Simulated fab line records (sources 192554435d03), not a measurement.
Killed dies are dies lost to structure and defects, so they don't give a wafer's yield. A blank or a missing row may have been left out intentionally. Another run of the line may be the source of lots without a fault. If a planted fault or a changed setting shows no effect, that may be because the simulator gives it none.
fab line records ; flow n5_finfet
record: lots: 6; wafers: 16; last_day: 19
route steps=1938 shown BEOL_M15@1775
lots that met no fault: taken from a fault-free run of the same line
start_h: hours from the record's opening day to when the first of the lot's shown wafers began ; wait_h: hours elapsed since this lot's preceding step ; " as in the row above ; L1.1+2: one row covering several wafers at once ; - no value, or no start given ; * or withheld: withheld ; < > ~ a bound
route shown NAME@n: NAME is a module with steps in the file, n the number in the route of the first one ; usual: mean/standard deviation of fault-free wafers ; same: alike in all rows ; chamber/n: place in a boat ; sites: the reading at each site ; _std_site: standard deviation across them ; _edge_site: inner sites' mean taken away from outer sites' mean ; radius_mm: for every site, how far away it sits from the centre of the wafer ; mask NAME#n: copy n ; behind: the tool/chamber that last shaped the wafer ; hold: what put the lot on hold/how long, in hours/how the hold closed ; device: whichever transistor did not switch (one of n, p or np) ; end of line: the same wafers' tests at the end of the route ; where a step has no rows: the recipe by itself ; killed: dies that structure and defects cost at the first sort, which is not the same as the wafer's yield ; map: a wafer's dies, marking killed ones x, the rest . and places with no die _
set.NAME: the setting that was run; set.NAME@STEP: the one run at that earlier step ; model.NAME: the simulator's own value behind a step, which no gauge read
lots at selected steps of the route; one table per step, one row per wafer
services: when a tool's chamber went out of use (start_h, in hours from the record's first day, below 0 if earlier), for how many hours, and the reason
== steps ==
step: N5_BEOL_M15_COAT_58
recipe: resist: BARC; temp_c: 205; time_s: 60; spin_rpm: 1500; resist_thk_nm: 89
step: N5_BEOL_M15_COAT_04
recipe: spin_rpm: 1704; resist_thk_nm: 800
step: N5_BEOL_M15_EBR_06
recipe: solvent: PGMEA; ebr_width_mm: 1.5
step: N5_BEOL_M15_SOFTBAKE_05
recipe: temp_c: 130; time_s: 60
step: N5_BEOL_M15_EXPOSE_07
recipe: mask_id: V14; na: 0.8; source_shape: annular; sigma_inner: 0.5; sigma_outer: 0.8; polarization: unpolarized; attpsm_phase_deg: 180; dose_mj: 41.25
step: N5_BEOL_M15_PEB_08
recipe: peb_temp_c: 130; peb_time_s: 90
step: N5_BEOL_M15_DEVELOP_09
recipe: develop_time_s: 45; rinse_liquid: diw; dry: air_spin; dev_temp_c: 21
step: N5_BEOL_M15_HARDBAKE_14
recipe: temp_c: 130; time_s: 120
step: N5_BEOL_M15_CD_MEAS_10
recipe: target_cd_nm: 360; landing_energy_ev: 500; detector: se_inlens; polarity: opening
usual: cd_nm: 359.5/2.4
lot.wafer;tool;chamber;start_h;wait_h;cd_nm
L569.1;cd_sem-01;0;282.65;-;363.0
L569.5;cd_sem-01;0;282.65;-;360.5
L569.6;cd_sem-01;0;282.65;-;361.2
L574.1;cd_sem-03;0;312.54;-;363.4
L574.3;cd_sem-03;0;312.54;-;362.3
L574.4;cd_sem-03;0;312.54;-;365.1
L577.3;cd_sem-02;0;321.83;-;358.7
L577.5;cd_sem-02;0;321.83;-;356.6
L579.1;cd_sem-01;0;351.42;-;360.4
L579.2;cd_sem-01;0;351.42;-;363.2
L587.2;cd_sem-01;0;393.24;-;359.8
L587.5;cd_sem-01;0;393.24;-;358.3
L587.6;cd_sem-01;0;393.24;-;359.8
L588.1;cd_sem-01;0;425.69;-;363.1
L588.2;cd_sem-01;0;425.69;-;359.7
L588.6;cd_sem-01;0;425.69;-;361.7
step: N5_BEOL_M15_OVL_MEAS_11
recipe: points_per_wafer: 44
usual: V14_OVL: 1/5.8
lot.wafer;tool;chamber;start_h;wait_h;V14_OVL[nm]
L569.1;overlay-01;0;282.68;0.0;-6
L569.5;overlay-01;0;282.68;0.0;-10
L569.6;overlay-01;0;282.68;0.0;-8
L574.1;overlay-01;0;312.57;0.0;3
L574.3;overlay-01;0;312.57;0.0;7
L574.4;overlay-01;0;312.57;0.0;3
L577.3;overlay-01;0;321.85;0.0;6
L577.5;overlay-01;0;321.85;0.0;-5
L579.1;overlay-02;0;351.45;0.0;-4
L579.2;overlay-02;0;351.45;0.0;-2
L587.2;overlay-01;0;393.27;0.0;-2
L587.5;overlay-01;0;393.27;0.0;-1
L587.6;overlay-01;0;393.27;0.0;2
L588.1;overlay-01;0;425.72;0.0;4
L588.2;overlay-01;0;425.72;0.0;4
L588.6;overlay-01;0;425.72;0.0;8
step: N5_BEOL_M15_INSPECT_12
recipe: mode: adi; inspect_instrument: macro
usual: raw_defect_count: 1.9/1.3
lot.wafer;tool;chamber;start_h;wait_h;raw_defect_count
L569.1;defect_inspect-01;-;282.70;0.0;0
L569.5;defect_inspect-01;-;282.70;0.0;3
L569.6;defect_inspect-01;-;282.70;0.0;1
L574.1;defect_inspect-01;-;312.60;0.0;1
L574.3;defect_inspect-01;-;312.60;0.0;1
L574.4;defect_inspect-01;-;312.60;0.0;0
L577.3;defect_inspect-02;-;321.88;0.0;4
L577.5;defect_inspect-02;-;321.88;0.0;0
L579.1;defect_inspect-01;-;351.47;0.0;4
L579.2;defect_inspect-01;-;351.47;0.0;1
L587.2;defect_inspect-01;-;393.29;0.0;0
L587.5;defect_inspect-01;-;393.29;0.0;5
L587.6;defect_inspect-01;-;393.29;0.0;1
L588.1;defect_inspect-01;-;425.75;0.0;0
L588.2;defect_inspect-01;-;425.75;0.0;2
L588.6;defect_inspect-01;-;425.75;0.0;2
step: N5_BEOL_M15_DESCUM_15
recipe: chemistry: O2; time_s: 7.9; source_power_w: 50; bias_power_w: 20; pressure_mtorr: 20; rf_frequency_hz: 2.712e+07; temp_c: 40; o2_flow_sccm: 225
usual: chamber_pressure_mTorr: 19.999/0.025; drypump_motor_current_A: 5.6/0.43; oes_product_au: 0.82/0.1; rf_vpp_V: 243.4/1.3; showerhead_plenum_p_Torr: 2.11/0.076; throttle_valve_pct: 20.43/0.28
same: time_s: 7.9
lot.wafer;tool;chamber;start_h;wait_h;chamber_pressure_mTorr;drypump_motor_current_A;oes_product_au;rf_hours_counter_h;rf_vpp_V;showerhead_plenum_p_Torr;throttle_valve_pct
L569.1;rie_diel-04;2;282.74;0.0;19.989;4.9;0.77;119;243.8;2.13;20.55
L569.5;rie_diel-04;1;282.74;0.0;20.003;6.2;1.00;-;245.3;2.26;20.57
L569.6;rie_diel-04;2;282.74;0.0;19.978;4.9;0.78;-;243.6;2.13;20.53
L574.1;rie_diel-04;2;312.63;0.0;20.017;4.9;0.77;128;244.2;2.13;20.55
L574.3;rie_diel-04;1;312.63;0.0;20.051;6.2;0.96;14;246.4;2.25;20.59
L574.4;rie_diel-04;0;312.63;0.0;19.982;5.2;0.85;47;244.7;2.24;20.23
L577.3;rie_diel-04;3;321.91;0.0;20.012;5.0;0.82;73;243.0;2.08;19.77
L577.5;rie_diel-04;1;321.91;0.0;20.014;6.2;0.95;-;244.6;2.25;20.60
L579.1;rie_diel-04;0;351.51;0.0;19.986;5.3;0.85;60;244.1;2.24;20.26
L579.2;rie_diel-04;3;351.51;0.0;19.986;5.0;0.80;81;244.6;2.08;19.77
L587.2;rie_diel-05;1;393.32;0.0;20.013;5.5;0.93;19;241.9;2.03;20.18
L587.5;rie_diel-05;1;393.32;0.0;19.985;5.5;0.94;-;243.6;2.03;20.18
L587.6;rie_diel-05;0;393.32;0.0;20.010;6.5;1.01;-;243.8;2.14;20.34
L588.1;rie_diel-05;1;425.78;0.0;19.981;5.5;0.91;30;242.0;2.03;20.19
L588.2;rie_diel-05;0;425.78;0.0;20.031;6.4;0.95;13;243.9;2.14;20.34
L588.6;rie_diel-05;1;425.78;0.0;19.978;5.5;0.90;-;242.2;2.03;20.21
step: N5_BEOL_M15_ETCH_59
recipe: chemistry: N2/H2; target: BARC; target_depth_a: 890; overetch_a: 267; time_s: 67.9; ion_energy_ev: 200; pressure_mtorr: 30; source_w: 840; bias_w: 150; n2_flow_sccm: 200; h2_flow_sccm: 200
usual: chamber_pressure_mTorr: 29.996/0.027; drypump_motor_current_A: 5.6/0.43; oes_product_au: 0.71/0.079; rf_vpp_V: 524.5/2.5; showerhead_plenum_p_Torr: 2.57/0.08; throttle_valve_pct: 17.91/0.29
same: time_s: 67.9
lot.wafer;tool;chamber;start_h;wait_h;chamber_pressure_mTorr;drypump_motor_current_A;oes_product_au;rf_hours_counter_h;rf_vpp_V;showerhead_plenum_p_Torr;throttle_valve_pct;model.coat_of_BEOL_M15_COAT_04.thk_nm
L569.1;rie_diel-04;2;282.77;0.0;30.081;4.9;0.67;119;525.3;2.56;17.81;721.8
L569.5;rie_diel-04;1;282.77;0.0;29.993;6.2;0.84;-;528.6;2.72;17.90;720.2
L569.6;rie_diel-04;2;282.77;0.0;29.963;4.9;0.66;-;524.6;2.56;17.81;722
L574.1;rie_diel-04;2;312.67;0.0;30.031;4.9;0.66;128;524.7;2.56;17.83;716.4
L574.3;rie_diel-04;1;312.67;0.0;29.997;6.2;0.82;14;526.2;2.72;17.94;717.6
L574.4;rie_diel-04;0;312.67;0.0;29.974;5.3;0.74;47;527.6;2.67;17.25;721.2
L577.3;rie_diel-04;3;321.95;0.0;30.036;5.0;0.71;73;524.6;2.57;17.49;696.4
L577.5;rie_diel-04;1;321.95;0.0;29.999;6.2;0.81;-;529.5;2.71;17.92;718
L579.1;rie_diel-04;0;351.54;0.0;29.944;5.3;0.73;60;529.6;2.66;17.27;718.2
L579.2;rie_diel-04;3;351.54;0.0;29.991;5.0;0.70;81;525.4;2.57;17.53;698.2
L587.2;rie_diel-05;1;393.36;0.0;29.956;5.5;0.78;19;522.4;2.51;17.85;716.8
L587.5;rie_diel-05;1;393.36;0.0;30.000;5.5;0.78;-;524.1;2.51;17.85;717.2
L587.6;rie_diel-05;0;393.36;0.0;29.955;6.5;0.84;-;525.2;2.59;17.75;715.2
L588.1;rie_diel-05;1;425.82;0.0;30.023;5.5;0.76;30;521.7;2.51;17.85;719.8
L588.2;rie_diel-05;0;425.82;0.0;29.964;6.5;0.81;13;525.8;2.59;17.78;716.4
L588.6;rie_diel-05;1;425.82;0.0;30.001;5.5;0.76;-;523.5;2.51;17.85;722
step: N5_BEOL_M15_VIA_ETCH_16
recipe: chemistry: C4F8/O2/Ar; target: SiO2; he_inner_torr: 15; he_outer_torr: 30; target_depth_a: 17922; time_s: withheld; ion_energy_ev: 800; pressure_mtorr: 20; source_w: 1905; bias_w: 2040; Ar_flow_sccm: 400; C4F8_flow_sccm: 16; O2_flow_sccm: 12; ends: cleared
usual: chamber_pressure_mTorr: 20.000/0.019; drypump_motor_current_A: 5.6/0.43; oes_ar_750_au: 0.82/0.095; oes_product_au: 0.74/0.091; rf_vpp_V: 2228/54; showerhead_plenum_p_Torr: 3.46/0.12; throttle_valve_pct: 30.9/0.34
lot.wafer;tool;chamber;start_h;wait_h;chamber_pressure_mTorr;drypump_motor_current_A;oes_ar_750_au;oes_product_au;rf_vpp_V;showerhead_plenum_p_Torr;throttle_valve_pct;model.coat_of_BEOL_M15_COAT_04.thk_nm
L569.1;rie_diel-04;2;282.83;0.0;19.993;4.9;0.78;0.71;2131;3.46;30.8;341.8
L569.5;rie_diel-04;1;282.83;0.0;20.026;6.2;1.01;0.89;2301;3.70;31.4;319
L569.6;rie_diel-04;2;282.83;0.0;19.999;4.9;0.78;0.71;2131;3.46;30.8;335.2
L574.1;rie_diel-04;2;312.72;0.0;19.982;4.9;0.78;0.70;2129;3.46;30.8;341.8
L574.3;rie_diel-04;1;312.72;0.0;19.991;6.2;0.96;0.86;2301;3.70;31.4;326
L574.4;rie_diel-04;0;312.72;0.0;20.001;5.2;0.86;0.77;2328;3.61;30.5;322.2
L577.3;rie_diel-04;3;322.00;0.0;19.996;5.0;0.81;0.75;2262;3.52;30.8;319.2
L577.5;rie_diel-04;1;322.00;0.0;20.010;6.2;0.96;0.85;2301;3.70;31.4;319.6
L579.1;rie_diel-04;0;351.59;0.0;19.985;5.2;0.85;0.76;2327;3.61;30.5;333.4
L579.2;rie_diel-04;3;351.59;0.0;20.038;5.0;0.80;0.74;2264;3.51;30.8;320.6
L587.2;rie_diel-05;1;393.41;0.0;19.993;5.5;0.89;0.83;2203;3.34;30.6;340.6
L587.5;rie_diel-05;1;393.41;0.0;19.996;5.6;0.89;0.83;2203;3.34;30.6;337.4
L587.6;rie_diel-05;0;393.41;0.0;19.989;6.5;0.99;0.92;2298;3.55;31.1;312.2
L588.1;rie_diel-05;1;425.87;0.0;20.016;5.6;0.87;0.80;2203;3.33;30.6;347.6
L588.2;rie_diel-05;0;425.87;0.0;20.008;6.5;0.95;0.88;2297;3.55;31.1;320
L588.6;rie_diel-05;1;425.87;0.0;20.002;5.5;0.86;0.80;2202;3.33;30.6;343.2
step: N5_BEOL_M15_STRIP_63
recipe: chemistry: O2; power_w: 600; temp_c: 60; pressure_mtorr: 30; rf_frequency_hz: 6e+07; bias_power_w: 0; overash_fraction: 0.3; o2_flow_sccm: 225
usual: chamber_pressure_mTorr: 30.00/0.041; drypump_motor_current_A: 5.6/0.43; oes_product_au: 0.82/0.1; rf_vpp_V: 3.6/0.71; showerhead_plenum_p_Torr: 2.12/0.076; throttle_valve_pct: 16.65/0.27
lot.wafer;tool;chamber;start_h;wait_h;chamber_pressure_mTorr;drypump_motor_current_A;oes_product_au;rf_hours_counter_h;rf_vpp_V;showerhead_plenum_p_Torr;throttle_valve_pct
L569.1;rie_diel-04;2;-;-;30.03;4.9;0.78;119;2.6;2.14;16.79
L569.5;rie_diel-04;1;-;-;29.95;6.2;1.00;-;3.4;2.26;16.67
L569.6;rie_diel-04;2;-;-;30.03;4.9;0.79;-;5.2;2.14;16.77
L574.1;rie_diel-04;2;-;-;30.02;4.9;0.77;129;3.6;2.13;16.81
L574.3;rie_diel-04;1;-;-;30.00;6.2;0.97;14;4.6;2.26;16.68
L574.4;rie_diel-04;0;-;-;30.02;5.3;0.87;47;3.8;2.25;16.35
L577.3;rie_diel-04;3;-;-;29.97;5.0;0.82;73;3.8;2.09;16.09
L577.5;rie_diel-04;1;-;-;30.00;6.2;0.94;-;4.1;2.25;16.68
L579.1;rie_diel-04;0;-;-;29.97;5.3;0.84;60;4.2;2.24;16.41
L579.2;rie_diel-04;3;-;-;30.02;5.0;0.82;82;4.0;2.08;16.11
L587.2;rie_diel-05;1;-;-;30.03;5.5;0.92;19;4.2;2.04;16.39
L587.5;rie_diel-05;1;-;-;30.07;5.5;0.94;-;4.0;2.04;16.40
L587.6;rie_diel-05;0;-;-;29.99;6.5;1.01;-;4.8;2.15;16.53
L588.1;rie_diel-05;1;-;-;30.02;5.5;0.92;30;3.9;2.03;16.40
L588.2;rie_diel-05;0;-;-;29.96;6.5;0.95;13;2.6;2.14;16.59
L588.6;rie_diel-05;1;-;-;29.86;5.6;0.91;-;3.8;2.03;16.40
== services ==
tool;chamber;start_h;hours;kind
rie_diel-05;1;305.69;-;clean
rie_diel-05;1;305.69;-;consumable_replace:focus_ring
rie_diel-05;1;305.69;27.6;scheduled_down
rie_diel-05;1;305.69;27.6;vent_cycle
rie_diel-05;-;319.34;2.8;pm
rie_diel-04;0;324.21;1.2;repair
rie_diel-05;0;365.17;-;clean
rie_diel-05;0;365.17;-;consumable_replace:focus_ring
rie_diel-05;0;365.17;17.0;scheduled_down
rie_diel-05;0;365.17;17.0;vent_cycle
rie_diel-05;2;405.28;21.1;repair
== key ==
first_sign none at tools or gauges
model_effect: step: N5_BEOL_M15_ETCH_59; value: coat_of_BEOL_M15_COAT_04.thk_nm; without: 719.5; struck: 697.3
model_effect: step: N5_BEOL_M15_VIA_ETCH_16; value: coat_of_BEOL_M15_COAT_04.thk_nm; without: 342.1; struck: 319.9
met_at N5_BEOL_M15_ETCH_59
struck_wafers L577.3,L579.2
onset_between 312.67 321.95
fault: kind: process_parameter_drift; tool: rie_diel-04; chamber: -; onset_h: 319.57; steps: N5_BEOL_M15_ETCH_59; channel: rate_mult; offset: 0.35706; shape: step; end_h: 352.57; scope: struck_wafers_only
